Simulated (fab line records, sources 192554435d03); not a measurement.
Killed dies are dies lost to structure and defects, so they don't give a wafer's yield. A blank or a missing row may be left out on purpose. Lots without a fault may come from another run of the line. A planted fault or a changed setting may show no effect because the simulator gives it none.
fab line records | flow n5_finfet
record lots=7 wafers=21
route steps=1938 shown BEOL_M10@1477 BEOL_M11@1562 BEOL_M12@1605 BEOL_M15@1773
start_h: hours from the record's first day to the start of the lot's first wafer shown | wait_h: hours since the lot's step before | " the same as in the row above | L1.1+2: a row that stands for several wafers | - no value, or no start given | * or withheld: withheld | < > ~ a bound
route shown NAME@n: a module of which the file shows steps, and the number in the route of the first | usual: mean/standard deviation of fault-free wafers | same: alike in all rows | chamber/n: place in a boat | sites: the reading at each site | _std_site: their standard deviation | _edge_site: outer sites' mean less inner sites' | radius_mm: how far each site lies from the wafer's centre | mask NAME#n: copy n | behind: the tool/chamber that last shaped the wafer | hold: why the lot was held/for how many hours/how that ended | device: the transistor (n, p or np) that didn't switch | end of line: the same wafers' tests at the end of the route | a step without rows: its recipe alone | killed: dies lost to structure and defects at the first sort, not the wafer's yield | map: a wafer's dies, x killed, . not, _ none there
set.NAME: the setting as run; set.NAME@STEP: as run at that earlier step | model.NAME: the simulator's own value behind a step, which no gauge read
lots whose settings were changed on purpose; a table a step, a row a wafer
## steps
# step N5_BEOL_M10_COAT_05
# recipe resist=CAR-ArF spin_rpm=1500 resist_thk_nm=90
# columns lot.wafer tool chamber start_h wait_h set.spin_rpm model.CAR-ArF_of_BEOL_M10_COAT_05.thk_nm
L075.1 litho_track-04 0 - - 1565 88
L075.4 " 0 " " 1500 89.6
L075.5 " 0 " " 1500 90.2
L078.1+2+4 litho_track-03 0 - - 1500 89.8
L084.2 litho_track-03 0 - - 1653 86
L084.3 " 0 " " 1500 90.2
L084.5 " 0 " " 1653 85.8
L085.2 litho_track-03 0 - - 1500 90.2
L085.4 " 0 " " 1500 90
L085.6 " 0 " " 1635 86.2
L089.1 litho_track-04 0 - - 1395 93.4
L089.4 " 0 " " 1500 89.8
L089.5 " 0 " " 1500 90.2
L096.1 litho_track-02 0 - - 1597 86.8
L096.2 " 0 " " 1500 89.6
L096.3 " 0 " " 1500 89.8
L097.2 litho_track-04 0 - - 1500 90
L097.4 " 0 " " 1500 90.2
L097.6 " 0 " " 1408 93
# step N5_BEOL_M10_EBR_07
# recipe solvent=PGMEA ebr_width_mm=1.5
# step N5_BEOL_M10_SOFTBAKE_06
# recipe temp_c=110 time_s=60 resist=CAR-ArF
# step N5_BEOL_M10_EXPOSE_08
# recipe mask_id=M10 na=1.35 source_shape=dipole sigma_inner=0.411 sigma_outer=0.611 polarization=te dose_mj=53.75
# step N5_BEOL_M10_PEB_09
# recipe peb_temp_c=withheld peb_time_s=60 resist=CAR-ArF
# step N5_BEOL_M10_DEVELOP_10
# recipe develop_time_s=30 developer=TMAH resist=CAR-ArF rinse_liquid=diw dry=air_spin dev_temp_c=23
# columns lot.wafer tool chamber start_h wait_h set.spin_rpm@BEOL_M10_COAT_05 model.CAR-ArF_of_BEOL_M10_COAT_05.thk_nm
L075.1 litho_track-03 0 - - 1565 86.2
L075.4 " 0 " " 1500 87.8
L075.5 " 0 " " 1500 88.6
L078.1 litho_track-02 0 - - 1500 88.2
L078.2+4 " 0 " " 1500 88
L084.2 litho_track-04 0 - - 1653 84.2
L084.3 " 0 " " 1500 88.6
L084.5 " 0 " " 1653 84
L085.2 litho_track-03 0 - - 1500 88.4
L085.4 " 0 " " 1500 88.2
L085.6 " 0 " " 1635 84.4
L089.1 litho_track-04 0 - - 1395 91.8
L089.4 " 0 " " 1500 88
L089.5 " 0 " " 1500 88.6
L096.1 litho_track-04 0 - - 1597 85.2
L096.2 " 0 " " 1500 87.8
L096.3 " 0 " " 1500 88.2
L097.2 litho_track-03 0 - - 1500 88.4
L097.4 " 0 " " 1500 88.6
L097.6 " 0 " " 1408 91.4
# step N5_BEOL_M10_DESCUM_16
# recipe chemistry=O2 time_s=7.9 source_power_w=50 bias_power_w=20 pressure_mtorr=20 rf_frequency_hz=2.712e+07 temp_c=40 resist=CAR-ArF o2_flow_sccm=225
# step N5_BEOL_M10_ETCH_61
# recipe chemistry=CF4 target=SiARC target_depth_a=390 mask_material=CAR-ArF time_s=65 ion_energy_ev=80 pressure_mtorr=40 source_w=545 bias_w=36 Ar_flow_sccm=100 cf4_flow_sccm=100 ends=cleared
# columns lot.wafer tool chamber start_h wait_h set.spin_rpm@BEOL_M10_COAT_60 set.spin_rpm@BEOL_M10_COAT_05 model.CAR-ArF_of_BEOL_M10_COAT_05.thk_nm model.etch.depth_nm
L075.1 rie_diel-04 3 217.74 0.0 1632 1565 54.6 28.66
L075.4 " 2 " " 1632 1500 56.4 28.64
L075.5 " 2 " " 1500 1500 55.8 29.85
L078.1 rie_diel-02 0 225.02 0.0 1500 1500 55.4 29.99
L078.2 " 1 " " 1500 1500 55.2 30.09
L078.4 " 3 " " 1500 1500 55.2 30.05
L084.2 rie_diel-03 3 248.76 0.0 1369 1653 50.2 31.37
L084.3 " 1 " " 1500 1500 55.8 29.96
L084.5 " 2 " " 1369 1653 50 31.38
L085.2 rie_diel-03 3 343.61 0.0 1500 1500 55.6 30.01
L085.4 " 2 " " 1419 1500 54.8 30.9
L085.6 " 2 " " 1500 1635 51.8 29.98
L089.1 rie_diel-03 1 353.41 0.0 1551 1395 59.6 29.39
L089.4 " 2 " " 1551 1500 55.8 29.41
L089.5 " 2 " " 1500 1500 56 29.87
L096.1 rie_diel-04 2 378.16 0.0 1500 1597 52.2 30.11
L096.2 " 3 " " 1411 1500 54 31.03
L096.3 " 0 " " 1500 1500 55.4 29.97
L097.2 rie_diel-04 1 386.60 0.0 1500 1500 55.2 30.21
L097.4 " 3 " " 1619 1500 56.4 29.13
L097.6 " 3 " " 1619 1408 59.4 29.07
# step N5_BEOL_M10_ETCH_62
# recipe chemistry=N2/H2 target=SOC target_depth_a=1100 overetch_a=220 mask_material=SiARC temp_c=40 time_s=165 ion_energy_ev=200 pressure_mtorr=30 source_w=840 bias_w=150 n2_flow_sccm=200 h2_flow_sccm=200
# columns lot.wafer tool chamber start_h wait_h set.spin_rpm@BEOL_M10_COAT_60 model.SiARC_of_BEOL_M10_COAT_60.thk_nm
L075.1 rie_diel-04 3 217.79 0.0 1632 21.8
L075.4 " 2 " " 1632 22
L075.5 " 2 " " 1500 23.2
L078.1 rie_diel-02 0 225.07 0.0 1500 23.4
L078.2+4 " 1,3 " " 1500 23.6
L084.2 rie_diel-03 3 248.81 0.0 1369 24.8
L084.3 " 1 " " 1500 23.8
L084.5 " 2 " " 1369 25.2
L085.2+6 rie_diel-03 3,2 343.66 0.0 1500 23.4
L085.4 " 2 " " 1419 24.4
L089.1 rie_diel-03 1 353.46 0.0 1551 23.2
L089.4 " 2 " " 1551 23
L089.5 " 2 " " 1500 23.4
L096.1 rie_diel-04 2 378.21 0.0 1500 23.4
L096.2 " 3 " " 1411 24.2
L096.3 " 0 " " 1500 23.2
L097.2 rie_diel-04 1 386.65 0.0 1500 23.6
L097.4 " 3 " " 1619 22.4
L097.6 " 3 " " 1619 22.2
# step N5_BEOL_M10_COAT_22
# recipe resist=CAR-ArF spin_rpm=1500 resist_thk_nm=90
# columns lot.wafer tool chamber start_h wait_h set.spin_rpm model.CAR-ArF_of_BEOL_M10_COAT_22.thk_nm
L075.1+4 litho_track-02 0 - - 1500 90.2
L075.5 " 0 " " 1500 90.4
L078.1 litho_track-03 0 - - 1500 90.2
L078.2 " 0 " " 1500 89.8
L078.4 " 0 " " 1500 90
L084.2+3 litho_track-04 0 - - 1500 90.2
L084.5 " 0 " " 1382 93.8
L085.2 litho_track-03 0 - - 1401 93.2
L085.4+6 " 0 " " 1500 89.8
L089.1 litho_track-03 0 - - 1429 92
L089.4 " 0 " " 1429 92.4
L089.5 " 0 " " 1500 89.8
L096.1 litho_track-04 0 - - 1608 87
L096.2+3 " 0 " " 1500 89.8
L097.2 litho_track-03 0 - - 1609 87
L097.4 " 0 " " 1500 89.8
L097.6 " 0 " " 1609 86.8
# step N5_BEOL_M10_EXPOSE_25
# recipe mask_id=V9 na=1.35 source_shape=annular sigma_inner=0.5 sigma_outer=0.8 polarization=unpolarized dose_mj=85.5
# columns lot.wafer tool chamber start_h wait_h mask set.dose_mj
L075.1+5 arfi_scanner-02 0 218.44 - V9#0 81.96
L075.4 " 0 " " V9#0 85.5
L078.1+2+4 arfi_scanner-01 0 226.15 - V9#0 85.5
L084.2+3+5 arfi_scanner-01 0 249.37 - V9#0 85.5
L085.2+4+6 arfi_scanner-01 0 344.44 - V9#0 85.5
L089.1 arfi_scanner-03 0 356.19 - V9#0 79.5
L089.4+5 " 0 " " V9#0 85.5
L096.1+2 arfi_scanner-03 0 378.95 - V9#0 80.45
L096.3 " 0 " " V9#0 85.5
L097.2+4+6 arfi_scanner-01 0 388.97 - V9#0 85.5
# step N5_BEOL_M10_PEB_26
# recipe peb_temp_c=withheld peb_time_s=60 resist=CAR-ArF
# step N5_BEOL_M10_DEVELOP_27
# recipe develop_time_s=30 developer=TMAH resist=CAR-ArF rinse_liquid=diw dry=air_spin dev_temp_c=23
# step N5_BEOL_M10_CD_MEAS_28
# recipe target_cd_nm=70 landing_energy_ev=500 detector=se_inlens polarity=opening
# usual cd_nm=70.0/1.1
# columns lot.wafer tool chamber start_h wait_h set.dose_mj@BEOL_M10_EXPOSE_25 cd_nm
L075.1 cd_sem-02 0 218.57 - 81.96 67.3
L075.4 " 0 " " 85.5 70.8
L075.5 " 0 " " 81.96 67.2
L078.1 cd_sem-02 0 226.28 - 85.5 69.0
L078.2 " 0 " " 85.5 69.8
L078.4 " 0 " " 85.5 70.2
L084.2 cd_sem-02 0 249.49 - 85.5 69.6
L084.3 " 0 " " 85.5 68.6
L084.5 " 0 " " 85.5 69.8
L085.2 cd_sem-03 0 344.56 - 85.5 71.2
L085.4 " 0 " " 85.5 69.1
L085.6 " 0 " " 85.5 71.4
L089.1 cd_sem-01 0 356.32 - 79.5 64.2
L089.4 " 0 " " 85.5 70.5
L089.5 " 0 " " 85.5 70.8
L096.1 cd_sem-03 0 379.08 - 80.45 66.2
L096.2 " 0 " " 80.45 66.2
L096.3 " 0 " " 85.5 70.7
L097.2 cd_sem-03 0 389.10 - 85.5 68.7
L097.4 " 0 " " 85.5 68.2
L097.6 " 0 " " 85.5 69.5
# step N5_BEOL_M11_COAT_22
# recipe resist=CAR-ArF spin_rpm=1500 resist_thk_nm=90
# columns lot.wafer tool chamber start_h wait_h set.spin_rpm model.CAR-ArF_of_BEOL_M11_COAT_22.thk_nm
L075.1+4 litho_track-05 0 - - 1500 90.2
L075.5 " 0 " " 1500 90
L078.1+4 litho_track-05 0 - - 1500 90.2
L078.2 " 0 " " 1500 90
L084.2 litho_track-05 0 - - 1382 93.6
L084.3 " 0 " " 1382 93.8
L084.5 " 0 " " 1500 89.8
L085.2 litho_track-05 0 - - 1500 89.8
L085.4 " 0 " " 1500 90.4
L085.6 " 0 " " 1500 90
L089.1 litho_track-02 0 - - 1500 90.4
L089.4 " 0 " " 1500 90.2
L089.5 " 0 " " 1500 90
L096.1+3 litho_track-05 0 - - 1393 93
L096.2 " 0 " " 1500 89.6
L097.2 litho_track-05 0 - - 1365 94.4
L097.4+6 " 0 " " 1365 94.8
# step N5_BEOL_M12_COAT_04
# recipe spin_rpm=1625 resist_thk_nm=400
# columns lot.wafer tool chamber start_h wait_h set.spin_rpm model.coat_of_BEOL_M12_COAT_04.thk_nm
L075.1 litho_track-04 0 - - 1803 379
L075.4 " 0 " " 1625 398.8
L075.5 " 0 " " 1625 399
L078.1+4 litho_track-04 0 - - 1625 401.6
L078.2 " 0 " " 1625 402
L084.2 litho_track-03 0 - - 1688 392.8
L084.3 " 0 " " 1688 393
L084.5 " 0 " " 1625 399.6
L085.2 litho_track-03 0 - - 1625 398.8
L085.4 " 0 " " 1492 416.8
L085.6 " 0 " " 1625 399.6
L089.1 litho_track-04 0 - - 1561 408
L089.4 " 0 " " 1625 400
L089.5 " 0 " " 1561 407
L096.1 litho_track-05 0 - - 1625 400.2
L096.2 " 0 " " 1625 399.8
L096.3 " 0 " " 1625 399.2
L097.2 litho_track-03 0 - - 1755 384.4
L097.4 " 0 " " 1625 399.8
L097.6 " 0 " " 1755 385.4
# step N5_BEOL_M12_DESCUM_15
# recipe chemistry=O2 time_s=7.9 source_power_w=50 bias_power_w=20 pressure_mtorr=20 rf_frequency_hz=2.712e+07 temp_c=40 o2_flow_sccm=225
# columns lot.wafer tool chamber start_h wait_h set.time_s
L075.1+4+5 rie_diel-02 2,0,2 227.52 0.4 7.9
L078.1+2+4 rie_diel-02 1,3,0 235.37 0.0 7.9
L084.2+3+5 rie_diel-04 3,2,2 261.59 0.0 7.9
L085.2+4+6 rie_diel-04 3,0,3 359.34 0.0 7.9
L089.1+4 rie_diel-04 3,0 373.92 0.1 7.04
L089.5 " 0 " " 7.9
L096.1+2 rie_diel-03 3,0 392.17 0.0 9.673
L096.3 " 1 " " 7.9
L097.2+4+6 rie_diel-03 1,1,3 405.81 0.0 7.9
# step N5_BEOL_M12_ETCH_59
# recipe chemistry=N2/H2 target=BARC target_depth_a=890 overetch_a=267 time_s=67.9 ion_energy_ev=200 pressure_mtorr=30 source_w=840 bias_w=150 n2_flow_sccm=200 h2_flow_sccm=200
# columns lot.wafer tool chamber start_h wait_h set.spin_rpm@BEOL_M12_COAT_04 model.coat_of_BEOL_M12_COAT_04.thk_nm
L075.1 rie_diel-02 2 227.56 0.0 1803 292.2
L075.4 " 0 " " 1625 318.6
L075.5 " 2 " " 1625 312.6
L078.1 rie_diel-02 1 235.41 0.0 1625 319
L078.2+4 " 3,0 " " 1625 321
L084.2 rie_diel-04 3 261.63 0.0 1688 307
L084.3 " 2 " " 1688 311
L084.5 " 2 " " 1625 317.8
L085.2 rie_diel-04 3 359.37 0.0 1625 312.8
L085.4 " 0 " " 1492 334
L085.6 " 3 " " 1625 314
L089.1 rie_diel-04 3 373.95 0.0 1561 323
L089.4 " 0 " " 1625 317
L089.5 " 0 " " 1561 323.4
L096.1 rie_diel-03 3 392.21 0.0 1625 317.6
L096.2 " 0 " " 1625 314.4
L096.3 " 1 " " 1625 318.4
L097.2 rie_diel-03 1 405.84 0.0 1755 303.2
L097.4 " 1 " " 1625 319
L097.6 " 3 " " 1755 304
# step N5_BEOL_M12_VIA_ETCH_16
# recipe chemistry=C4F8/O2/Ar target=SiOC pressure_mtorr=30 source_w=3000 bias_w=700 Ar_flow_sccm=400 C4F8_flow_sccm=15 O2_flow_sccm=8 he_inner_torr=15 he_outer_torr=30 target_depth_a=7248 time_s=withheld ion_energy_ev=250 ends=cleared
# step N5_BEOL_M12_STRIP_63
# recipe chemistry=N2/H2 power_w=1000 temp_c=250 h2_frac=0.65 overash_fraction=0.3 pressure_mtorr=1000 n2_flow_sccm=1750 h2_flow_sccm=3250
# usual strip_time_to_endpoint_s=42.1/0.97
# columns lot.wafer tool chamber start_h wait_h set.spin_rpm@BEOL_M12_COAT_04 strip_time_to_endpoint_s
L075.1 plasma_asher-01 0 227.81 - 1803 35.6
L075.4 " 1 " " 1625 42.2
L075.5 " 0 " " 1625 40.8
L078.1 plasma_asher-02 0 235.66 - 1625 43.7
L078.2 " 1 " " 1625 43.5
L078.4 " 0 " " 1625 42.5
L084.2 plasma_asher-01 0 261.88 - 1688 39.3
L084.3 " 1 " " 1688 41.4
L084.5 " 1 " " 1625 41.9
L085.2 plasma_asher-02 0 359.62 - 1625 41.6
L085.4 " 1 " " 1492 45.9
L085.6 " 0 " " 1625 41.2
L089.1 plasma_asher-01 1 374.21 - 1561 43.8
L089.4 " 1 " " 1625 42.2
L089.5 " 0 " " 1561 43.0
L096.1 plasma_asher-02 1 392.46 - 1625 42.1
L096.2 " 0 " " 1625 41.8
L096.3 " 1 " " 1625 41.4
L097.2 plasma_asher-02 1 406.09 - 1755 38.5
L097.4 " 0 " " 1625 41.9
L097.6 " 1 " " 1755 37.7
# step N5_BEOL_M15_ILD_DEP_00
# recipe material=SiO2 target_thk_a=16293 temp_c=400 precursor=TEOS/O2 pressure_torr=6.5 rf_w=900 teos_flow_sccm=161.4 gas=O2 flow_sccm=2650 time_s=346.1
# columns lot.wafer tool chamber start_h wait_h set.temp_c model.SiO2_of_BEOL_M15_ILD_DEP_00.thk_nm
L075.1 pecvd-04 0 239.10 0.0 400 1596
L075.4 " 0 " " 392.2 1703
L075.5 " 1 " " 392.2 1718
L078.1 pecvd-04 1 247.77 0.0 400 1608
L078.2 " 2 " " 400 1579
L078.4 " 2 " " 400 1613
L084.2 pecvd-04 1 274.62 0.0 395.9 1645
L084.3 " 0 " " 395.9 1637
L084.5 " 1 " " 400 1611
L085.2 pecvd-03 1 381.53 0.0 406.6 1539
L085.4 " 1 " " 406.6 1573
L085.6 " 2 " " 400 1627
L089.1 pecvd-01 2 397.24 0.0 404.7 1549
L089.4 " 0 " " 400 1649
L089.5 " 1 " " 400 1635
L096.1 pecvd-01 0 412.26 0.0 400 1608
L096.2 " 1 " " 405.5 1538
L096.3 " 2 " " 400 1603
L097.2 pecvd-01 0 422.16 0.0 400 1593
L097.4 " 0 " " 400 1634
L097.6 " 1 " " 392.3 1730
# step N5_BEOL_M15_THK_MEAS_01
# recipe reads=SiO2_of_BEOL_M15_ILD_DEP_00
# usual M15_ILD_THK=1614/24
# columns lot.wafer tool chamber start_h wait_h set.temp_c@BEOL_M15_ILD_DEP_00 M15_ILD_THK[nm]
L075.1 film_metro-01 - 239.35 0.1 400 1597
L075.4 " - " " 392.2 1703
L075.5 " - " " 392.2 1717
L078.1 film_metro-02 - 248.02 0.1 400 1610
L078.2 " - " " 400 1578
L078.4 " - " " 400 1613
L084.2 film_metro-01 - 274.87 0.1 395.9 1644
L084.3 " - " " 395.9 1638
L084.5 " - " " 400 1611
L085.2 film_metro-02 - 381.78 0.1 406.6 1539
L085.4 " - " " 406.6 1573
L085.6 " - " " 400 1627
L089.1 film_metro-02 - 397.49 0.1 404.7 1548
L089.4 " - " " 400 1647
L089.5 " - " " 400 1636
L096.1 film_metro-02 - 412.51 0.1 400 1608
L096.2 " - " " 405.5 1539
L096.3 " - " " 400 1603
L097.2 film_metro-02 - 422.42 0.1 400 1593
L097.4 " - " " 400 1633
L097.6 " - " " 392.3 1731
# step N5_BEOL_M15_COAT_04
# recipe spin_rpm=1704 resist_thk_nm=800
# columns lot.wafer tool chamber start_h wait_h set.spin_rpm model.coat_of_BEOL_M15_COAT_04.thk_nm
L075.1 litho_track-02 0 - - 1704 802.6
L075.4 " 0 " " 1851 770
L075.5 " 0 " " 1704 802.8
L078.1 litho_track-03 0 - - 1704 799.8
L078.2 " 0 " " 1704 799.6
L078.4 " 0 " " 1704 799.4
L084.2 litho_track-04 0 - - 1704 801
L084.3 " 0 " " 1890 760.2
L084.5 " 0 " " 1890 763.6
L085.2 litho_track-02 0 - - 1797 778
L085.4 " 0 " " 1704 800.8
L085.6 " 0 " " 1704 801.2
L089.1 litho_track-02 0 - - 1704 796.4
L089.4 " 0 " " 1704 797.4
L089.5 " 0 " " 1632 816
L096.1 litho_track-03 0 - - 1704 798.8
L096.2 " 0 " " 1615 821.4
L096.3 " 0 " " 1615 822.2
L097.2 litho_track-04 0 - - 1839 770.4
L097.4 " 0 " " 1704 798.6
L097.6 " 0 " " 1704 798
# step N5_BEOL_M15_EBR_06
# recipe solvent=PGMEA ebr_width_mm=1.5
# step N5_BEOL_M15_SOFTBAKE_05
# recipe temp_c=130 time_s=60
# step N5_BEOL_M15_DESCUM_15
# recipe chemistry=O2 time_s=7.9 source_power_w=50 bias_power_w=20 pressure_mtorr=20 rf_frequency_hz=2.712e+07 temp_c=40 o2_flow_sccm=225
# step N5_BEOL_M15_ETCH_59
# recipe chemistry=N2/H2 target=BARC target_depth_a=890 overetch_a=267 time_s=67.9 ion_energy_ev=200 pressure_mtorr=30 source_w=840 bias_w=150 n2_flow_sccm=200 h2_flow_sccm=200
# step N5_BEOL_M15_VIA_ETCH_16
# recipe chemistry=C4F8/O2/Ar target=SiO2 he_inner_torr=15 he_outer_torr=30 target_depth_a=17922 time_s=withheld ion_energy_ev=800 pressure_mtorr=20 source_w=1905 bias_w=2040 Ar_flow_sccm=400 C4F8_flow_sccm=16 O2_flow_sccm=12 ends=cleared
# columns lot.wafer tool chamber start_h wait_h set.temp_c@BEOL_M15_ILD_DEP_00 model.etch.depth_nm
L075.1 rie_diel-05 2 240.44 0.0 400 1596
L075.4 " 3 " " 392.2 1703
L075.5 " 3 " " 392.2 1718
L078.1 rie_diel-05 2 249.12 0.0 400 1608
L078.2 " 3 " " 400 1579
L078.4 " 0 " " 400 1613
L084.2 rie_diel-01 0 275.35 0.0 395.9 1645
L084.3 " 1 " " 395.9 1637
L084.5 " 0 " " 400 1611
L085.2 rie_diel-01 2 382.38 0.0 406.6 1539
L085.4 " 1 " " 406.6 1573
L085.6 " 2 " " 400 1627
L089.1 rie_diel-05 1 398.09 0.0 404.7 1549
L089.4 " 2 " " 400 1649
L089.5 " 0 " " 400 1635
L096.1 rie_diel-05 2 412.99 0.0 400 1608
L096.2 " 3 " " 405.5 1538
L096.3 " 1 " " 400 1603
L097.2 rie_diel-01 2 422.89 0.0 400 1593
L097.4 " 1 " " 400 1634
L097.6 " 2 " " 392.3 1730
## key
split step=N5_BEOL_M10_COAT_05 setting=spin_rpm stated=1500 by=wafer
response step=N5_BEOL_M10_COAT_05 reading=model.CAR-ArF_of_BEOL_M10_COAT_05.thk_nm change=-0.444 per=1% r=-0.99
response step=N5_BEOL_M10_DEVELOP_10 reading=model.CAR-ArF_of_BEOL_M10_COAT_05.thk_nm change=-0.452 per=1% r=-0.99
response step=N5_BEOL_M10_ETCH_61 reading=model.CAR-ArF_of_BEOL_M10_COAT_05.thk_nm change=-0.48 per=1% r=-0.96
split step=N5_BEOL_M10_COAT_22 setting=spin_rpm stated=1500 by=wafer
response step=N5_BEOL_M10_COAT_22 reading=model.CAR-ArF_of_BEOL_M10_COAT_22.thk_nm change=-0.445 per=1% r=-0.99
split step=N5_BEOL_M10_EXPOSE_25 setting=dose_mj stated=85.5 by=wafer
response step=N5_BEOL_M10_CD_MEAS_28 reading=cd_nm change=+0.855 per=1% r=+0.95
split step=N5_BEOL_M11_COAT_22 setting=spin_rpm stated=1500 by=wafer
response step=N5_BEOL_M11_COAT_22 reading=model.CAR-ArF_of_BEOL_M11_COAT_22.thk_nm change=-0.487 per=1% r=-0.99
split step=N5_BEOL_M12_COAT_04 setting=spin_rpm stated=1625 by=wafer
response step=N5_BEOL_M12_COAT_04 reading=model.coat_of_BEOL_M12_COAT_04.thk_nm change=-1.91 per=1% r=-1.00
response step=N5_BEOL_M12_ETCH_59 reading=model.coat_of_BEOL_M12_COAT_04.thk_nm change=-2.15 per=1% r=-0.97
response step=N5_BEOL_M12_STRIP_63 reading=strip_time_to_endpoint_s change=* per=1% r=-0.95
split step=N5_BEOL_M12_DESCUM_15 setting=time_s stated=7.9 by=wafer
response none clear
split step=N5_BEOL_M15_ILD_DEP_00 setting=temp_c stated=400 by=wafer
response step=N5_BEOL_M15_ILD_DEP_00 reading=model.SiO2_of_BEOL_M15_ILD_DEP_00.thk_nm change=-54.7 per=1% r=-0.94
response step=N5_BEOL_M15_THK_MEAS_01 reading=M15_ILD_THK change=-54.6 per=1% r=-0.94
response step=N5_BEOL_M15_VIA_ETCH_16 reading=model.etch.depth_nm change=-54.8 per=1% r=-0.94
split step=N5_BEOL_M15_COAT_04 setting=spin_rpm stated=1704 by=wafer
response step=N5_BEOL_M15_COAT_04 reading=model.coat_of_BEOL_M15_COAT_04.thk_nm change=-3.79 per=1% r=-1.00
split outside_this_file step=N5_BEOL_M10_COAT_60 setting=spin_rpm
# split outside_this_file: this setting was split too, and the file shows its column; the key of that split is in another file
